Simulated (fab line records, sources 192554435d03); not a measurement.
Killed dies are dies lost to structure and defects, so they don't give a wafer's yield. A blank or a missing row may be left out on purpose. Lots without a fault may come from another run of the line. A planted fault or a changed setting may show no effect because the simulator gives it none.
Chamber matching | flow n5_finfet | N5_BEOL_M3_STRIP_36 on rie_diel-03: 4 sister chambers
The step strips in N2/H2. 18 wafers are shown with their chamber, then 9 later ones without.

WAFERS WITH THEIR CHAMBER
wafer  | chamber | showerhead_plenum_p_Torr (Torr) | drypump_motor_current_A (A) | oes_product_au (a.u.)
L074.2 | 2       | 2.48                            | 5.3                         | 0.88
L074.3 | 1       | 2.71                            | 5.1                         | 0.92
L074.4 | 0       | 2.63                            | 6.0                         | 0.69
L075.4 | 1       | 2.71                            | 5.0                         | 0.91
L075.5 | 0       | 2.63                            | 5.9                         | 0.68
L075.6 | 3       | 2.40                            | 6.5                         | 0.71
L077.3 | 3       | 2.40                            | 6.5                         | 0.71
L077.5 | 0       | 2.63                            | 5.9                         | 0.67
L077.6 | 1       | 2.71                            | 5.0                         | 0.89
L079.1 | 2       | 2.47                            | 5.3                         | 0.86
L079.2 | 3       | 2.40                            | 6.5                         | 0.70
L079.6 | 1       | 2.71                            | 5.0                         | 0.91
L086.2 | 1       | 2.70                            | 5.1                         | 0.87
L086.3 | 2       | 2.47                            | 5.3                         | 0.85
L086.6 | 1       | 2.70                            | 5.0                         | 0.86
L087.3 | 3       | 2.39                            | 6.5                         | 0.69
L087.5 | 1       | 2.70                            | 5.0                         | 0.88
L087.6 | 3       | 2.39                            | 6.5                         | 0.69

SIGNATURES (means of the wafers above)
reading                  | chamber 0 | chamber 1 | chamber 2 | chamber 3 | scatter within a chamber
showerhead_plenum_p_Torr | 2.6300    | 2.7057    | 2.4733    | 2.3960    | 0.00506
drypump_motor_current_A  | 5.933     | 5.029     | 5.300     | 6.500     | 0.0387
oes_product_au           | 0.6800    | 0.8914    | 0.8633    | 0.7000    | 0.0172
Rule: a wafer's distance from a chamber is the root of the sum, over the readings, of the square of ((its reading less the chamber's mean) divided by the reading's scatter). The wafer belongs to the nearest chamber; if the next one is less than 2 further off, it can't be placed. The scatter: the root of (the sum of the squares of (reading less its chamber's mean) over the shown wafers, divided by (wafers less chambers)).

WAFERS WITHOUT THEIR CHAMBER
wafer  | showerhead_plenum_p_Torr (Torr) | drypump_motor_current_A (A) | oes_product_au (a.u.)
L092.1 | 2.46                            | 5.3                         | 0.84
L092.2 | 2.70                            | 5.0                         | 0.85
L092.4 | 2.70                            | 5.1                         | 0.84
L095.2 | 2.46                            | 5.3                         | 0.82
L095.5 | 2.69                            | 5.0                         | 0.83
L095.6 | 2.46                            | 5.3                         | 0.82
L096.4 | 2.71                            | 6.5                         | 1.01
L096.5 | 2.46                            | 5.3                         | 0.82
L096.6 | 2.69                            | 5.0                         | 0.83

WHICH CHAMBER EACH WENT THROUGH
wafer  | from the rows above | in truth
L092.1 | 2                   | 2
L092.2 | 1                   | 1
L092.4 | 1                   | 1
L095.2 | 2                   | 2
L095.5 | 1                   | 1
L095.6 | 2                   | 2
L096.4 | 0                   | 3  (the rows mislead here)
L096.5 | 2                   | 2
L096.6 | 1                   | 1
Placed correctly: 8 of 9. Can't be placed from these rows: 0. Placed wrongly: 1.
